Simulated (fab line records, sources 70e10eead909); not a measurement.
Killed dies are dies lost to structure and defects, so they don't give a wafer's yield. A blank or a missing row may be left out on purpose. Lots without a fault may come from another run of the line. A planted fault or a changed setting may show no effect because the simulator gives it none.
A struck lot beside a sound one | flow nand_harc | 14 steps out of a route of 1302
Sound: wafers L345.2, L345.5, L345.6. Struck: wafers L350.1, L350.3, L350.4. The cause comes at the end.
At each step with rows: each side's tool, then ch and its chambers, then its first start. Under that, the readings that differ: sound wafers | struck wafers | difference of the means | sigmas: that difference in standard deviations of wafers without a fault.
alike: readings whose means differ by less than 2 such deviations, and words and numbers that are the same on both sides. not compared: withheld readings, readings that some wafer has no value for, bounds like >300 that may hide the same value, and numbers for which the record gives no deviation and whose values overlap.
The two part at a step that has a row with sigmas, a row that says differs or no value, or rows on one side only. Numbers that don't overlap but have no deviation are shown without sigmas and don't part them. A reading that every wafer of one side lacks parts them only if that side has two wafers or more.

first, 1 step without rows for these wafers: NHARC_P_M1_PRE_CLEAN_30 (time 30 s).
NHARC_P_M1_PVD_20: deposits TaN, target thk 5 nm, time 8.06 s.
  sound on pvd_sputter-01; struck on pvd_sputter-03
  alike: bias_v, substrate_temp_c, throttle_valve_pct
NHARC_P_M1_PVD_21: deposits Cu, target thk 30 nm, time 20.49 s.
  sound on pvd_sputter-01; struck on pvd_sputter-03
  alike: substrate_temp_c, throttle_valve_pct
then, 2 steps without rows for these wafers: NHARC_P_M1_ECD_22 (material Cu, target thk 400 nm); NHARC_P_M1_ANNEAL_31 (time 90 s).
NHARC_P_M1_CMP_23: polishes, t overpolish 20 s, target thk 157.82 nm.
  sound on cmp-03 ch 1,2,3, day 7 07:09; struck on cmp-04 ch 0,1,2, day 9 12:37
  reading                | sound          | struck         | difference | sigmas
  time_to_endpoint_s (s) | 32.3 30.5 30.8 | 24.4 24.1 26.1 | -6.3       | -3
  alike: motor_current_A, slurry_filter_dp_kPa
NHARC_P_M1_THK_MEAS_24: measures by xrf.
  sound on film_metro-01, day 7 07:24; struck on film_metro-02, day 9 12:56
  alike: thk_nm
then, 1 step without rows for these wafers: NHARC_P_M1_SRD_25.
NHARC_P_M1_INSPECT_27:
  sound on defect_inspect-02, day 7 07:34; struck on defect_inspect-01, day 9 13:06
  alike: raw_defect_count
NHARC_P_M1_PRE_CLEAN_32: time 12 s.
  sound on pecvd-04 ch 1,2, day 7 07:38; struck on pecvd-02 ch 0,1,2, day 9 13:11
  alike: heater_power_w
NHARC_P_M1_DEP_33: deposits SiCN, target thk 30 nm.
  sound on pecvd-04 ch 1,2, day 7 07:45; struck on pecvd-02 ch 0,1,2, day 9 13:17
  alike: heater_power_w
NHARC_P_M2_DEP_00: deposits SiOC, target thk 182.5 nm.
  sound on pecvd-03 ch 0,1, day 7 08:07; struck on pecvd-02 ch 0,1,2, day 9 14:13
then, 1 step without rows for these wafers: NHARC_P_M2_DEHYDRATE_01 (time 120 s).
-- the record jumps here: 18 days lie between the struck wafers' starts before and after (it left off in module P_M2 and takes up again in module END, whose first step shown is number 1302 of the route) --
NHARC_END_SORT_01:
  sound on prober-01 ch 0, day 25 18:34; struck on prober-01 ch 0, day 27 14:44
  reading                  | sound          | struck         | difference | sigmas
  defect_limited_yield (%) | 91.9 87.0 92.0 | 0 0 0          | -90        | -38
  killed_at_periphery      | 4 7 2          | 633 632 628    | +627       | +99 or more
  killed_dies              | 55 88 54       | 677 677 677    | +611       | +38
  sort_bin_2_pct (%)       | 3.0 4.6 2.7    | 94.5 95.0 95.7 | +91.6      | +92
  sort_bin_3_pct (%)       | 0.9 1.5 1.2    | 0.3 0.7 0      | -0.9       | -2
  sort_n_pass              | 622 589 623    | 0 0 0          | -611       | -38
  sort_rim_yield_pct (%)   | 84 88 84       | 0 0 0          | -85        | -20
  sort_yield_pct (%)       | 91.9 87.0 92.0 | 0 0 0          | -90        | -38
  alike: killed_at_array, killed_at_other, killed_open, killed_short, sort_bin_4_pct

WHERE THEY PART
First at NHARC_P_M1_CMP_23; last, within this record, at NHARC_END_SORT_01.

WHY: what the simulator had put in
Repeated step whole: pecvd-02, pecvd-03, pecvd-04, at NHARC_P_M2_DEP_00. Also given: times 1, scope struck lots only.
